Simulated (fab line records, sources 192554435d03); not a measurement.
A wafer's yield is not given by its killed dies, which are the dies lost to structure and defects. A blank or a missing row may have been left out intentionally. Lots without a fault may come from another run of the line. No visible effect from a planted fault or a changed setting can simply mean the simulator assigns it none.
fab line records	flow n5_finfet
[record] lots = 24	wafers = 72	last_day = 18
route steps=1938 shown BEOL_M13@1675 BEOL_M14@1731
lots untouched by any fault: they come from a run of this same line in which no faults occurred
start_h: start of the lot's first displayed wafer, in hours after the record's first day	wait_h: hours elapsed since this lot's preceding step	" identical to the entry in the row above	L1.1+2: one row covering several wafers at once	- no value, or no start was given	* or withheld: withheld	< > ~ a bound
route shown NAME@n: a module of which the file shows steps, and the number in the route of the first	usual: mean and standard deviation over wafers with no fault	same: alike in all rows	chamber/n: place in a boat	sites: per-site readings	_std_site: the values' standard deviation	_edge_site: outer sites' mean less inner sites'	radius_mm: for every site, how far away it sits from the centre of the wafer	mask NAME#n: copy n	behind: the last tool/chamber to shape the wafer	hold: what put the lot on hold/how long, in hours/how the hold closed	device: names the non-switching transistor (n, p or np)	end of line: tests of these same wafers at the route's end	step lacking rows: just its recipe	killed: count of dies lost to structure and defects at first sort (not the wafer's yield)	map: the dies of a wafer, with x for killed, . for not killed, _ for no die there
set.NAME: the setting as run; set.NAME@STEP: as run at that earlier step	model.NAME: the simulator's own value behind a step, which no gauge read
steps of the route over a sample of lots; a table a step, a row a wafer
services: the hour from which a tool's chamber was out of use, counted from the record's first day as start_h (under 0 if before that day), plus the number of hours and why
[[steps]]
[step N5_BEOL_M13_STRIP_63]
[recipe] chemistry = N2/H2	power_w = 1000	temp_c = 250	h2_frac = 0.65	overash_fraction = 0.3	pressure_mtorr = 1000	n2_flow_sccm = 1750	h2_flow_sccm = 3250
[usual] drypump_motor_current_A = 6.10/0.24	heater_power_w = 356/27	oes_product_au = 0.674/0.0054	strip_time_to_endpoint_s = 27.5/1.1
lot.wafer	tool	chamber	start_h	wait_h	drypump_motor_current_A	heater_power_w	oes_product_au	rf_hours_counter_h	strip_time_to_endpoint_s
L075.1	plasma_asher-01	0	262.13	-	5.70	371	0.673	68	28.2
L075.2	"	1	"	"	5.94	377	0.665	68	26.1
L075.6	"	0	"	"	5.71	376	0.675	-	25.5
L074.3	plasma_asher-02	0	265.67	-	6.41	376	0.666	-	28.4
L074.5	"	0	"	"	6.41	368	0.665	-	25.7
L074.6	"	1	"	"	6.11	312	0.676	-	26.1
L076.4	plasma_asher-01	0	281.04	-	5.71	377	0.672	-	27.0
L076.5	"	0	"	"	5.76	369	0.667	-	26.9
L076.6	"	1	"	"	5.91	369	0.677	-	28.2
L077.2	plasma_asher-02	1	281.32	-	6.10	323	0.667	130	29.0
L077.5	"	1	"	"	6.13	324	0.664	-	28.1
L077.6	"	0	"	"	6.39	365	0.664	-	27.8
L078.3	plasma_asher-02	0	284.87	-	6.38	380	0.680	-	29.0
L078.4	"	1	"	"	6.11	318	0.670	-	27.6
L078.6	"	0	"	"	6.38	378	0.671	-	26.4
L079.2	plasma_asher-01	0	285.87	-	5.76	365	0.680	73	27.4
L079.3	"	1	"	"	5.90	374	0.668	-	27.2
L079.4	"	0	"	"	5.73	374	0.672	-	26.6
L080.2	plasma_asher-02	1	294.56	-	6.11	322	0.675	133	28.0
L080.5	"	0	"	"	6.39	372	0.669	-	28.2
L080.6	"	1	"	"	6.11	322	0.673	-	27.4
L083.3	plasma_asher-02	1	294.70	-	6.11	323	0.674	-	28.8
L083.5	"	1	"	"	6.09	308	0.683	-	27.7
L083.6	"	0	"	"	6.39	383	0.677	-	28.1
L081.1	plasma_asher-02	0	314.17	-	6.38	380	0.678	137	28.6
L081.4	"	1	"	"	6.11	321	0.671	-	26.7
L081.5	"	1	"	"	6.10	319	0.678	-	27.4
L084.2	plasma_asher-02	1	325.39	-	6.09	310	0.679	139	28.6
L084.3	"	0	"	"	6.39	366	0.679	-	28.9
L084.5	"	1	"	"	6.10	324	0.665	-	27.5
L082.1	plasma_asher-02	1	327.11	-	6.11	317	0.677	139	28.6
L082.3	"	1	"	"	6.11	311	0.674	-	26.9
L082.4	"	0	"	"	6.39	375	0.667	-	26.6
L088.1	plasma_asher-02	0	327.82	-	6.38	377	0.674	140	28.3
L088.5	"	1	"	"	6.09	321	0.672	-	27.2
L088.6	"	0	"	"	6.39	383	0.674	-	28.9
L085.2	plasma_asher-02	0	334.78	-	6.40	378	0.675	141	27.6
L085.3	"	1	"	"	6.08	325	0.668	-	28.3
L085.4	"	0	"	"	6.42	375	0.682	-	27.0
L086.1	plasma_asher-01	0	343.03	-	5.72	373	0.677	84	28.6
L086.5	"	1	"	"	5.89	380	0.666	-	26.9
L086.6	"	0	"	"	5.68	379	0.668	-	26.6
L087.1	plasma_asher-01	1	343.57	-	5.90	376	0.677	85	28.9
L087.3	"	0	"	"	5.70	366	0.672	-	28.3
L087.6	"	0	"	"	5.74	376	0.667	-	27.2
L089.2	plasma_asher-01	1	352.81	-	5.86	364	0.675	88	28.2
L089.5	"	0	"	"	5.73	378	0.670	-	26.9
L089.6	"	1	"	"	5.90	374	0.680	-	29.1
L092.1	plasma_asher-02	1	357.47	-	6.09	311	0.669	144	28.6
L092.4	"	1	"	"	6.11	319	0.678	-	27.4
L092.6	"	1	"	"	6.11	325	0.668	-	25.7
L090.1	plasma_asher-01	1	361.07	-	5.87	386	0.682	90	28.4
L090.3	"	0	"	"	5.75	369	0.682	-	27.4
L090.4	"	1	"	"	5.87	372	0.677	-	26.9
L091.1	plasma_asher-02	0	364.93	-	6.38	384	0.672	145	26.4
L091.2	"	1	"	"	6.10	321	0.671	145	27.4
L091.3	"	1	"	"	6.11	318	0.676	-	26.8
L093.1	plasma_asher-02	0	370.54	-	6.37	379	0.674	147	28.5
L093.2	"	1	"	"	6.10	310	0.671	147	28.5
L093.4	"	1	"	"	6.11	315	0.666	-	26.2
L094.1	plasma_asher-02	1	373.92	-	6.10	311	0.679	147	28.8
L094.5	"	0	"	"	6.39	377	0.681	-	28.0
L094.6	"	1	"	"	6.11	322	0.676	-	26.4
L095.3	plasma_asher-01	1	379.90	-	5.85	369	0.678	-	27.4
L095.5	"	1	"	"	5.86	378	0.669	-	26.8
L095.6	"	0	"	"	5.72	380	0.666	-	27.2
L096.1	plasma_asher-02	1	401.94	-	6.09	315	0.689	152	28.1
L096.2	"	0	"	"	6.40	373	0.681	152	27.9
L096.4	"	1	"	"	6.10	323	0.671	-	25.5
L097.2	plasma_asher-02	0	407.23	-	6.39	374	0.675	154	28.2
L097.3	"	1	"	"	6.10	321	0.675	-	27.9
L097.5	"	1	"	"	6.10	318	0.679	-	27.6
[step N5_BEOL_M13_CD_MEAS_17]
[recipe] target_cd_nm = 190	polarity = opening
[usual] cd_nm = 189.8/1.7
lot.wafer	tool	chamber	start_h	wait_h	cd_nm
L075.1	cd_sem-01	-	262.33	0.0	188.7
L075.2	"	-	"	"	188.8
L075.6	"	-	"	"	192.2
L074.3	cd_sem-02	-	265.86	0.0	188.1
L074.5	"	-	"	"	190.0
L074.6	"	-	"	"	188.4
L076.4	cd_sem-03	-	281.23	0.0	192.2
L076.5	"	-	"	"	192.1
L076.6	"	-	"	"	193.4
L077.2	cd_sem-02	-	281.56	0.0	192.6
L077.5	"	-	"	"	191.2
L077.6	"	-	"	"	192.0
L078.3	cd_sem-01	-	285.10	0.0	189.6
L078.4	"	-	"	"	190.7
L078.6	"	-	"	"	189.2
L079.2	cd_sem-01	-	286.08	0.0	188.7
L079.3	"	-	"	"	191.2
L079.4	"	-	"	"	189.8
L080.2	cd_sem-01	-	294.77	0.0	190.1
L080.5	"	-	"	"	192.0
L080.6	"	-	"	"	188.1
L083.3	cd_sem-02	-	294.89	0.0	190.1
L083.5	"	-	"	"	189.7
L083.6	"	-	"	"	190.1
L081.1	cd_sem-02	-	314.38	0.0	187.9
L081.4	"	-	"	"	191.4
L081.5	"	-	"	"	189.5
L084.2	cd_sem-01	-	325.64	0.0	190.0
L084.3	"	-	"	"	188.8
L084.5	"	-	"	"	189.9
L082.1	cd_sem-03	-	327.36	0.0	189.1
L082.3	"	-	"	"	189.1
L082.4	"	-	"	"	190.1
L088.1	cd_sem-03	-	328.03	0.0	188.2
L088.5	"	-	"	"	187.7
L088.6	"	-	"	"	190.6
L085.2	cd_sem-02	-	335.03	0.0	192.1
L085.3	"	-	"	"	190.0
L085.4	"	-	"	"	188.1
L086.1	cd_sem-03	-	343.23	0.0	190.1
L086.5	"	-	"	"	191.2
L086.6	"	-	"	"	188.6
L087.1	cd_sem-03	-	343.77	0.0	191.5
L087.3	"	-	"	"	190.4
L087.6	"	-	"	"	189.3
L089.2	cd_sem-01	-	353.02	0.0	191.9
L089.5	"	-	"	"	191.0
L089.6	"	-	"	"	192.2
L092.1	cd_sem-01	-	357.68	0.0	191.0
L092.4	"	-	"	"	189.0
L092.6	"	-	"	"	191.3
L090.1	cd_sem-02	-	361.27	0.0	190.3
L090.3	"	-	"	"	191.1
L090.4	"	-	"	"	189.8
L091.1	cd_sem-03	-	365.13	0.0	191.3
L091.2	"	-	"	"	190.8
L091.3	"	-	"	"	189.1
L093.1	cd_sem-03	-	370.74	0.0	187.5
L093.2	"	-	"	"	187.9
L093.4	"	-	"	"	189.0
L094.1	cd_sem-02	-	374.13	0.0	188.5
L094.5	"	-	"	"	187.2
L094.6	"	-	"	"	189.2
L095.3	cd_sem-03	-	380.09	0.0	188.1
L095.5	"	-	"	"	187.5
L095.6	"	-	"	"	187.8
L096.1	cd_sem-03	-	402.14	0.0	187.7
L096.2	"	-	"	"	187.7
L096.4	"	-	"	"	190.1
L097.2	cd_sem-03	-	407.44	0.0	187.3
L097.3	"	-	"	"	186.9
L097.5	"	-	"	"	185.9
[step N5_BEOL_M13_TRENCH_ETCH_34]
[recipe] chemistry = C4F8/O2/Ar	target = SiOC	target_depth_a = 4134.7	mask_material = SOC	pressure_mtorr = 30	source_w = 3000	bias_w = 700	Ar_flow_sccm = 400	C4F8_flow_sccm = 15	O2_flow_sccm = 8	he_inner_torr = 15	he_outer_torr = 30	time_s = 162.6	ion_energy_ev = 250
[usual] drypump_motor_current_A = 5.7/0.43	oes_product_au = 0.80/0.081	rf_vpp_V = 666/3.6	showerhead_plenum_p_Torr = 3.43/0.12	throttle_valve_pct = 24.30/0.19
lot.wafer	tool	chamber	start_h	wait_h	drypump_motor_current_A	oes_product_au	rf_hours_counter_h	rf_vpp_V	showerhead_plenum_p_Torr	throttle_valve_pct
L075.1	rie_diel-04	1	263.18	0.0	5.2	0.69	250	666	3.37	24.35
L075.2	"	0	"	"	4.8	0.88	32	672	3.61	24.05
L075.6	"	2	"	"	6.2	0.83	-	671	3.60	24.51
L074.3	rie_diel-02	1	266.68	0.0	5.1	0.89	36	662	3.37	24.45
L074.5	"	0	"	"	5.7	0.70	-	664	3.39	24.45
L074.6	"	1	"	"	5.1	0.89	-	663	3.37	24.45
L076.4	rie_diel-05	3	282.11	0.1	5.9	0.83	-	670	3.59	24.07
L076.5	"	2	"	"	5.5	0.79	-	662	3.31	24.35
L076.6	"	1	"	"	6.3	0.69	-	664	3.37	24.40
L077.2	rie_diel-05	1	282.59	0.0	6.3	0.69	217	663	3.37	24.41
L077.5	"	2	"	"	5.6	0.79	-	663	3.31	24.36
L077.6	"	3	"	"	5.9	0.84	-	668	3.59	24.08
L078.3	rie_diel-05	1	286.06	0.0	6.3	0.68	220	663	3.37	24.40
L078.4	"	3	"	"	5.9	0.83	-	671	3.59	24.09
L078.6	"	1	"	"	6.3	0.68	-	665	3.37	24.40
L079.2	rie_diel-02	3	286.90	0.0	5.7	0.86	54	665	3.34	24.27
L079.3	"	2	"	"	5.8	0.84	64	669	3.56	24.02
L079.4	"	1	"	"	5.1	0.88	43	661	3.36	24.47
L080.2	rie_diel-02	3	295.58	0.0	5.7	0.86	57	662	3.33	24.26
L080.5	"	3	"	"	5.7	0.86	-	664	3.33	24.28
L080.6	"	0	"	"	5.7	0.68	-	665	3.38	24.46
L083.3	rie_diel-04	0	295.70	0.0	4.8	0.86	44	670	3.60	24.05
L083.5	"	1	"	"	5.2	0.99	-	664	3.37	24.10
L083.6	"	2	"	"	6.1	0.81	-	669	3.59	24.53
L081.1	rie_diel-05	3	315.20	0.0	5.9	0.82	84	669	3.58	24.09
L081.4	"	1	"	"	6.3	0.69	229	664	3.36	24.41
L081.5	"	2	"	"	5.5	0.78	-	663	3.30	24.37
L084.2	rie_diel-05	2	326.45	0.0	5.5	0.76	134	662	3.30	24.38
L084.3	"	0	"	"	5.4	0.94	9	670	3.60	24.01
L084.5	"	2	"	"	5.5	0.77	-	662	3.30	24.38
L082.1	rie_diel-05	3	328.18	0.0	5.9	0.81	89	671	3.58	24.09
L082.3	"	0	"	"	5.3	0.93	10	672	3.60	23.99
L082.4	"	1	"	"	6.3	0.68	233	664	3.36	24.41
L088.1	rie_diel-05	2	328.98	0.0	5.5	0.77	134	664	3.30	24.37
L088.5	"	1	"	"	6.3	0.68	-	665	3.36	24.43
L088.6	"	2	"	"	5.5	0.77	-	662	3.30	24.37
L085.2	rie_diel-02	3	335.97	0.0	5.7	0.85	70	664	3.33	24.28
L085.3	"	0	"	"	5.8	0.67	240	664	3.37	24.49
L085.4	"	1	"	"	5.1	0.85	59	661	3.35	24.49
L086.1	rie_diel-05	3	344.19	0.0	5.9	0.81	93	670	3.58	24.11
L086.5	"	2	"	"	5.5	0.77	-	663	3.30	24.39
L086.6	"	1	"	"	6.3	0.67	-	663	3.36	24.44
L087.1	rie_diel-05	2	344.74	0.0	5.5	0.77	139	663	3.30	24.38
L087.3	"	0	"	"	5.4	0.91	15	671	3.60	23.98
L087.6	"	0	"	"	5.4	0.91	-	671	3.60	23.99
L089.2	rie_diel-02	1	354.37	0.0	5.1	0.85	65	663	3.35	24.48
L089.5	"	0	"	"	5.7	0.67	-	665	3.37	24.50
L089.6	"	1	"	"	5.0	0.85	-	663	3.35	24.49
L092.1	rie_diel-02	1	358.62	0.0	5.1	0.85	67	663	3.35	24.49
L092.4	"	1	"	"	5.1	0.84	-	662	3.35	24.49
L092.6	"	0	"	"	5.7	0.68	-	664	3.37	24.52
L090.1	rie_diel-04	1	362.32	0.0	5.2	0.93	24	665	3.36	24.13
L090.3	"	3	"	"	6.2	0.74	174	662	3.29	24.64
L090.4	"	2	"	"	6.2	0.79	94	669	3.58	24.56
L091.1	rie_diel-02	0	365.95	0.0	5.7	0.68	252	663	3.37	24.51
L091.2	"	1	"	"	5.1	0.85	70	665	3.35	24.49
L091.3	"	3	"	"	5.7	0.83	82	663	3.32	24.30
L093.1	rie_diel-02	1	371.68	0.0	5.1	0.84	73	663	3.35	24.50
L093.2	"	3	"	"	5.7	0.83	85	662	3.32	24.32
L093.4	"	1	"	"	5.1	0.84	-	662	3.35	24.49
L094.1	rie_diel-04	0	374.95	0.0	4.8	0.83	69	672	3.59	24.09
L094.5	"	0	"	"	4.8	0.82	-	670	3.59	24.09
L094.6	"	3	"	"	6.2	0.75	-	662	3.29	24.64
L095.3	rie_diel-04	2	381.03	0.0	6.1	0.77	101	669	3.58	24.56
L095.5	"	1	"	"	5.1	0.91	-	662	3.36	24.13
L095.6	"	0	"	"	4.8	0.82	-	669	3.59	24.09
L096.1	rie_diel-05	3	402.96	0.0	5.9	0.80	109	671	3.57	24.13
L096.2	"	2	"	"	5.5	0.75	156	662	3.29	24.40
L096.4	"	3	"	"	5.9	0.80	-	671	3.57	24.11
L097.2	rie_diel-05	2	408.38	0.0	5.5	0.75	157	663	3.29	24.40
L097.3	"	1	"	"	6.3	0.99	1	664	3.35	24.09
L097.5	"	1	"	"	6.3	0.99	-	666	3.35	24.10
[step N5_BEOL_M13_DEGAS_41]
[recipe] ambient = vacuum	temp_c = 250	time_s = 60
[usual] heater_power_w = 326/27
lot.wafer	tool	chamber	start_h	wait_h	heater_power_w
L075.1	pvd_sputter-02	-	268.73	0.3	286
L075.2	"	-	"	"	372
L075.6	"	-	"	"	316
L074.3	pvd_sputter-03	-	275.32	2.2	345
L074.5	"	-	"	"	332
L074.6	"	-	"	"	327
L076.4	pvd_sputter-02	-	284.76	0.2	289
L076.5	"	-	"	"	314
L076.6	"	-	"	"	372
L077.2	pvd_sputter-03	-	284.99	0.4	327
L077.5	"	-	"	"	377
L077.6	"	-	"	"	347
L078.3	pvd_sputter-03	-	289.41	0.2	375
L078.4	"	-	"	"	315
L078.6	"	-	"	"	343
L079.2	pvd_sputter-01	-	289.80	0.3	324
L079.3	"	-	"	"	326
L079.4	"	-	"	"	341
L080.2	pvd_sputter-03	-	297.98	1.0	297
L080.5	"	-	"	"	368
L080.6	"	-	"	"	298
L083.3	pvd_sputter-03	-	298.62	0.3	335
L083.5	"	-	"	"	318
L083.6	"	-	"	"	296
L081.1	pvd_sputter-02	-	317.20	0.0	314
L081.4	"	-	"	"	310
L081.5	"	-	"	"	309
L084.2	pvd_sputter-01	-	327.91	0.2	318
L084.3	"	-	"	"	323
L084.5	"	-	"	"	317
L082.1	pvd_sputter-01	-	330.66	2.0	324
L082.3	"	-	"	"	302
L082.4	"	-	"	"	313
L088.1	pvd_sputter-01	-	331.66	0.3	320
L088.5	"	-	"	"	304
L088.6	"	-	"	"	322
L085.2	pvd_sputter-03	-	337.68	0.2	318
L085.3	"	-	"	"	380
L085.4	"	-	"	"	338
L086.1	pvd_sputter-02	-	345.50	0.2	315
L086.5	"	-	"	"	361
L086.6	"	-	"	"	312
L087.1	pvd_sputter-02	-	346.16	0.3	316
L087.3	"	-	"	"	315
L087.6	"	-	"	"	369
L089.2	pvd_sputter-02	-	355.33	0.1	371
L089.5	"	-	"	"	283
L089.6	"	-	"	"	308
L092.1	pvd_sputter-03	-	359.21	0.0	317
L092.4	"	-	"	"	368
L092.6	"	-	"	"	309
L090.1	pvd_sputter-02	-	363.53	0.6	314
L090.3	"	-	"	"	283
L090.4	"	-	"	"	307
L091.1	pvd_sputter-03	-	367.15	0.5	339
L091.2	"	-	"	"	370
L091.3	"	-	"	"	327
L093.1	pvd_sputter-03	-	374.35	0.4	371
L093.2	"	-	"	"	328
L093.4	"	-	"	"	338
L094.1	pvd_sputter-01	-	377.93	0.2	324
L094.5	"	-	"	"	346
L094.6	"	-	"	"	330
L095.3	pvd_sputter-02	-	382.40	0.5	309
L095.5	"	-	"	"	369
L095.6	"	-	"	"	302
L096.1	pvd_sputter-03	-	404.63	0.4	334
L096.2	"	-	"	"	324
L096.4	"	-	"	"	370
L097.2	pvd_sputter-01	-	411.24	2.4	348
L097.3	"	-	"	"	327
L097.5	"	-	"	"	350
[step N5_BEOL_M13_ANNEAL_48]
[recipe] temp_c = 225	time_s = 90	ambient = N2
[usual] wafer_temp_C_max = 225.77/0.26
lot.wafer	tool	chamber	start_h	wait_h	wafer_temp_C_max
L075.1	rtp_anneal-01	0	269.77	0.4	225.59
L075.2	"	0	"	"	225.58
L075.6	"	0	"	"	225.49
L074.3	rtp_anneal-02	0	275.93	0.2	225.94
L074.5	"	0	"	"	225.75
L074.6	"	0	"	"	225.49
L076.4	rtp_anneal-02	0	285.42	0.2	225.98
L076.5	"	0	"	"	226.44
L076.6	"	0	"	"	225.99
L077.2	rtp_anneal-02	0	285.60	0.2	225.53
L077.5	"	0	"	"	225.78
L077.6	"	0	"	"	225.81
L078.3	rtp_anneal-01	0	290.84	1.0	225.54
L078.4	"	0	"	"	225.65
L078.6	"	0	"	"	225.91
L079.2	rtp_anneal-01	0	291.06	0.9	225.48
L079.3	"	0	"	"	225.47
L079.4	"	0	"	"	225.59
L080.2	rtp_anneal-02	0	298.54	0.2	225.56
L080.5	"	0	"	"	225.43
L080.6	"	0	"	"	225.61
L083.3	rtp_anneal-01	0	299.23	0.2	226.00
L083.5	"	0	"	"	226.05
L083.6	"	0	"	"	225.79
L081.1	rtp_anneal-02	0	317.72	0.1	226.18
L081.4	"	0	"	"	226.32
L081.5	"	0	"	"	225.99
L084.2	rtp_anneal-02	0	329.13	0.8	226.40
L084.3	"	0	"	"	226.17
L084.5	"	0	"	"	225.97
L082.1	rtp_anneal-02	0	331.23	0.2	225.98
L082.3	"	0	"	"	226.15
L082.4	"	0	"	"	226.03
L088.1	rtp_anneal-01	0	332.18	0.1	225.61
L088.5	"	0	"	"	225.95
L088.6	"	0	"	"	225.90
L085.2	rtp_anneal-01	0	338.25	0.2	225.82
L085.3	"	0	"	"	225.59
L085.4	"	0	"	"	225.66
L086.1	rtp_anneal-02	0	346.30	0.4	225.66
L086.5	"	0	"	"	225.96
L086.6	"	0	"	"	225.91
L087.1	rtp_anneal-02	0	347.38	0.8	225.93
L087.3	"	0	"	"	226.10
L087.6	"	0	"	"	225.94
L089.2	rtp_anneal-01	0	356.53	0.7	225.56
L089.5	"	0	"	"	225.65
L089.6	"	0	"	"	225.70
L092.1	rtp_anneal-01	0	360.02	0.4	225.68
L092.4	"	0	"	"	225.25
L092.6	"	0	"	"	225.65
L090.1	rtp_anneal-01	0	364.11	0.2	225.56
L090.3	"	0	"	"	226.07
L090.4	"	0	"	"	225.81
L091.1	rtp_anneal-01	0	367.67	0.1	225.71
L091.2	"	0	"	"	225.85
L091.3	"	0	"	"	225.77
L093.1	rtp_anneal-01	0	374.89	0.1	225.30
L093.2	"	0	"	"	225.50
L093.4	"	0	"	"	225.43
L094.1	rtp_anneal-02	0	378.45	0.1	225.97
L094.5	"	0	"	"	225.94
L094.6	"	0	"	"	225.66
L095.3	rtp_anneal-01	0	383.52	0.7	225.70
L095.5	"	0	"	"	225.66
L095.6	"	0	"	"	225.36
L096.1	rtp_anneal-01	0	405.29	0.3	225.47
L096.2	"	0	"	"	225.38
L096.4	"	0	"	"	225.49
L097.2	rtp_anneal-01	0	411.98	0.3	225.41
L097.3	"	0	"	"	225.79
L097.5	"	0	"	"	225.66
[step N5_BEOL_M14_VIA_ETCH_16]
[recipe] chemistry = C4F8/O2/Ar	target = SiO2	he_inner_torr = 15	he_outer_torr = 30	target_depth_a = 12313	time_s = withheld	ion_energy_ev = 800	pressure_mtorr = 20	source_w = 1905	bias_w = 2040	Ar_flow_sccm = 400	C4F8_flow_sccm = 16	O2_flow_sccm = 12	ends = cleared
[usual] drypump_motor_current_A = 5.7/0.38	oes_f_703_au = 0.81/0.098	oes_product_au = 0.74/0.087	rf_vpp_V = 2227/28	showerhead_plenum_p_Torr = 3.47/0.13	throttle_valve_pct = 30.90/0.26
lot.wafer	tool	chamber	start_h	wait_h	drypump_motor_current_A	oes_f_703_au	oes_product_au	rf_vpp_V	showerhead_plenum_p_Torr	throttle_valve_pct
L075.1	rie_diel-03	0	271.61	0.0	5.3	0.69	0.63	2230	3.28	30.84
L075.2	"	3	"	"	6.6	0.79	0.71	2262	3.59	30.68
L075.6	"	1	"	"	5.7	0.95	0.86	2214	3.53	31.15
L074.3	rie_diel-03	2	277.30	0.0	5.7	0.84	0.78	2253	3.65	31.12
L074.5	"	0	"	"	5.3	0.69	0.62	2227	3.28	30.87
L074.6	"	3	"	"	6.6	0.79	0.70	2262	3.59	30.66
L076.4	rie_diel-03	3	286.86	0.0	6.6	0.78	0.71	2262	3.59	30.66
L076.5	"	2	"	"	5.7	0.83	0.78	2253	3.65	31.13
L076.6	"	3	"	"	6.7	0.78	0.70	2261	3.59	30.65
L077.2	rie_diel-01	0	287.13	0.0	5.5	0.69	0.63	2237	3.54	30.95
L077.5	"	3	"	"	5.5	0.69	0.63	2226	3.38	30.85
L077.6	"	0	"	"	5.5	0.69	0.63	2237	3.54	30.93
L078.3	rie_diel-01	3	292.33	0.0	5.5	0.69	0.63	2227	3.38	30.86
L078.4	"	0	"	"	5.5	0.69	0.62	2237	3.54	30.94
L078.6	"	2	"	"	5.9	0.67	0.60	2178	3.39	31.01
L079.2	rie_diel-01	3	292.68	0.0	5.5	0.68	0.62	2227	3.38	30.87
L079.3	"	2	"	"	5.8	0.67	0.60	2179	3.39	31.02
L079.4	"	3	"	"	5.5	0.69	0.63	2227	3.38	30.86
L080.2	rie_diel-01	0	300.16	0.0	5.5	0.68	0.63	2237	3.54	30.95
L080.5	"	3	"	"	5.5	0.69	0.63	2226	3.38	30.88
L080.6	"	1	"	"	5.3	1.00	0.90	2244	3.66	31.25
L083.3	rie_diel-03	2	300.67	0.0	5.7	0.83	0.78	2255	3.65	31.12
L083.5	"	0	"	"	5.4	0.69	0.63	2229	3.28	30.89
L083.6	"	1	"	"	5.7	0.93	0.84	2213	3.53	31.16
L081.1	rie_diel-06	2	319.27	0.0	5.4	0.87	0.79	2266	3.47	30.69
L081.4	"	0	"	"	6.5	0.72	0.65	2257	3.29	30.92
L081.5	"	3	"	"	5.5	0.82	0.74	2213	3.36	31.28
L084.2	rie_diel-06	1	330.54	0.0	5.5	0.83	0.76	2183	3.32	30.34
L084.3	"	0	"	"	6.5	0.71	0.66	2257	3.29	30.96
L084.5	"	2	"	"	5.4	0.86	0.79	2265	3.47	30.69
L082.1	rie_diel-06	1	332.74	0.0	5.5	0.83	0.75	2185	3.32	30.32
L082.3	"	0	"	"	6.5	0.71	0.65	2259	3.29	30.92
L082.4	"	2	"	"	5.3	0.85	0.78	2264	3.47	30.70
L088.1	rie_diel-06	3	333.77	0.0	5.5	0.81	0.74	2211	3.35	31.29
L088.5	"	1	"	"	5.5	0.83	0.75	2184	3.32	30.31
L088.6	"	0	"	"	6.5	0.72	0.66	2257	3.29	30.95
L085.2	rie_diel-03	2	339.78	0.0	5.8	0.81	0.75	2253	3.64	31.14
L085.3	"	3	"	"	6.6	0.76	0.68	2261	3.58	30.68
L085.4	"	2	"	"	5.8	0.81	0.75	2253	3.64	31.15
L086.1	rie_diel-03	3	347.77	0.0	6.6	0.76	0.69	2260	3.58	30.70
L086.5	"	1	"	"	5.7	0.90	0.83	2213	3.52	31.16
L086.6	"	0	"	"	5.3	0.68	0.61	2226	3.27	30.90
L087.1	rie_diel-01	2	349.26	0.1	5.8	0.92	0.84	2177	3.38	30.65
L087.3	"	1	"	"	5.4	0.93	0.84	2243	3.65	31.25
L087.6	"	1	"	"	5.3	0.93	0.83	2242	3.65	31.25
L089.2	rie_diel-01	1	358.10	0.0	5.3	0.92	0.82	2241	3.64	31.27
L089.5	"	2	"	"	5.8	0.91	0.83	2178	3.38	30.67
L089.6	"	1	"	"	5.3	0.91	0.82	2242	3.64	31.26
L092.1	rie_diel-01	2	361.49	0.0	5.8	0.91	0.81	2176	3.38	30.65
L092.4	"	3	"	"	5.5	0.94	0.85	2225	3.37	30.56
L092.6	"	2	"	"	5.8	0.89	0.82	2178	3.38	30.67
L090.1	rie_diel-01	1	365.92	0.0	5.3	0.91	0.82	2242	3.64	31.27
L090.3	"	2	"	"	5.8	0.90	0.82	2177	3.38	30.66
L090.4	"	0	"	"	5.5	0.66	0.62	2236	3.52	30.97
L091.1	rie_diel-03	2	369.25	0.0	5.7	0.79	0.74	2254	3.63	31.15
L091.2	"	1	"	"	5.7	0.89	0.80	2212	3.52	31.17
L091.3	"	3	"	"	6.6	0.75	0.68	2261	3.57	30.70
L093.1	rie_diel-01	1	376.35	0.0	5.3	0.91	0.81	2242	3.64	31.27
L093.2	"	2	"	"	5.8	0.89	0.82	2177	3.37	30.65
L093.4	"	1	"	"	5.3	0.91	0.80	2243	3.64	31.26
L094.1	rie_diel-01	1	380.03	0.0	5.3	0.91	0.81	2241	3.64	31.26
L094.5	"	2	"	"	5.8	0.89	0.80	2175	3.37	30.65
L094.6	"	3	"	"	5.5	0.91	0.83	2225	3.36	30.58
L095.3	rie_diel-01	2	385.02	0.0	5.8	0.89	0.79	2176	3.37	30.67
L095.5	"	1	"	"	5.3	0.90	0.81	2241	3.64	31.26
L095.6	"	2	"	"	5.8	0.88	0.79	2176	3.37	30.66
L096.1	rie_diel-03	0	406.88	0.0	5.4	0.93	0.85	2265	3.66	30.75
L096.2	"	2	"	"	5.7	0.78	0.72	2252	3.62	31.14
L096.4	"	1	"	"	5.7	0.87	0.78	2212	3.51	31.17
L097.2	rie_diel-01	2	413.61	0.0	5.8	0.86	0.77	2176	3.37	30.68
L097.3	"	3	"	"	5.5	0.88	0.79	2225	3.36	30.59
L097.5	"	1	"	"	5.4	0.88	0.80	2243	3.63	31.28
[[services]]
tool	chamber	start_h	hours	kind
rie_diel-05	1	238.66	19.1	repair
rie_diel-02	3	253.47	2.3	repair
rie_diel-06	2	254.76	7.2	repair
rie_diel-01	1	275.60	-	clean
rie_diel-01	1	275.60	-	consumable_replace:focus_ring
rie_diel-01	1	275.60	-	consumable_replace:showerhead
rie_diel-01	1	275.60	19.0	scheduled_down
rie_diel-01	1	275.60	19.0	vent_cycle
plasma_asher-01	-	292.38	3.7	repair
rie_diel-01	2	299.41	-	clean
rie_diel-01	2	299.41	-	consumable_replace:focus_ring
rie_diel-01	2	299.41	30.5	scheduled_down
pvd_sputter-01	-	312.40	8.6	repair
rie_diel-03	1	331.23	10.9	repair
plasma_asher-02	-	342.99	10.4	repair
rie_diel-01	0	343.61	9.4	repair
rie_diel-04	3	352.37	5.9	repair
rie_diel-01	1	360.24	5.1	repair
rie_diel-06	-	364.60	2.4	repair
rie_diel-05	3	368.86	6.4	repair
rie_diel-05	-	372.88	0.2	repair
rie_diel-05	0	381.64	1.3	repair
rtp_anneal-02	-	395.33	1.0	repair
rie_diel-04	3	406.27	3.4	repair
[[key]]
fault none
